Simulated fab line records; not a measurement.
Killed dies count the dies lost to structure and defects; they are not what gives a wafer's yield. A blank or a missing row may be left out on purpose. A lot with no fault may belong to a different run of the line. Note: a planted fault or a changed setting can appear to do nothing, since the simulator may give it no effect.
Problem report, 8D (eight disciplines) form, completed by code -- flow nand-harc -- the parts of the form that need people (team, actions taken, sign-off) are left out

## 1. PROBLEM STATEMENT
thk-nm at NHARC_A_BONDPAD_THK_MEAS_30 reads a mean of 171.3 nm on 4 wafers of 4 lots; wafers without a fault read 200.0 nm with a standard deviation of 1.5. Measured from the usual mean, that is -19 standard deviations.
The step: measures by ellipsometry.
The first sign was on wafer L290.3 at day 22 03:14, on film-metro-01. The record has a number at this step for 36 wafers belonging to 12 lots. Rule for "out", or "out of limits": more than 4 standard deviations from the usual mean. Any other wafer with a number is counted as sound.

## 2. WHAT IT IS; WHAT IT IS NOT
question,is,is not
which readings at this step,thk-nm,-
which lots,"L289, L290, L291, L295","L278, L280, L281, L282, L283, L284, L286, L287"
which wafers of those lots,"L289.5, L290.3, L291.4, L295.6","L289.4, L289.6, L290.1, L290.2, L291.5, L291.6, L295.2, L295.4"
read on which gauges,"film-metro-01, film-metro-02",-
when,from day 22 03:14,"up to then (26 sound wafers); but 6 sound wafers of L289, L291, L295 came after"

## 3. WHAT RULES OUT EACH SUSPECT
Counting: any tool at a process step up to the reading remains a suspect provided it ran every lot that is out. Sound lots after the first of them don't rule it out here, since some wafers of a struck lot are sound.
- the gauge at NHARC_A_BONDPAD_THK_MEAS_30: ruled out. 2 gauges (film-metro-01, film-metro-02) read the wafers that are out.
- pecvd-03 at NHARC_A_BONDPAD_DEP_00 (deposits SiCN, target thk 250 nm): kept. Ran every lot that is out, first one L290 (day 22 02:34); last sound lot up to then L287 (day 20 15:22).
- At NHARC_A_BONDPAD_DEP_00, inside pecvd-03: chamber 2 took the wafers that are out, while their sound lot-mates went through chambers 0, 1.
Left after counting: pecvd-03 at NHARC_A_BONDPAD_DEP_00.

## 4. THE CAUSE (what the simulator had put in)
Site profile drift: pecvd-03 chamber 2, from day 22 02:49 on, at NHARC_A_BONDPAD_DEP_00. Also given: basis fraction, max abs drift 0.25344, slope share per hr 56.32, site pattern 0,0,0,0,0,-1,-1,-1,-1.
After counting, this tool was the only one left.

## 5. SEQUENCE OF EFFECTS, ordered by route
Each row: a reading whose mean over the struck wafers that have a number lies more than 3 standard deviations from the usual. Readings are gone through only where the record gives a usual standard deviation; hours: the median, over the lots, of the time from a lot's start at the first step in this table giving one to that lot's start at this step; sigmas: the change measured in usual standard deviations.
hours,step,reading,usual,on struck wafers,change,sigmas
0,NHARC_A_BONDPAD_THK_MEAS_30,thk-nm,200.0 nm,171.3,-28.7,-19
Later steps that measure or inspect, where all struck wafers having a row at the step show a number for every such reading and not one has moved that far: NHARC_A_BONDPAD_CD_MEAS_09.

## 6. WHAT WOULD HAVE CAUGHT IT SOONER
In this record the first reading out of limits at a measuring or inspecting step was taken at day 22 03:14, 0 hours after the fault began at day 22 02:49.
An alarm limit of 4 standard deviations would not have fired on the tool readings at NHARC_A_BONDPAD_DEP_00 for which the record gives a usual standard deviation, since none of them was out on any struck wafer.
Of the lots that are out (4), L289, L295 began NHARC_A_BONDPAD_DEP_00 on pecvd-03 after day 22 03:14. A hold on the tool at that time would have spared those 2.
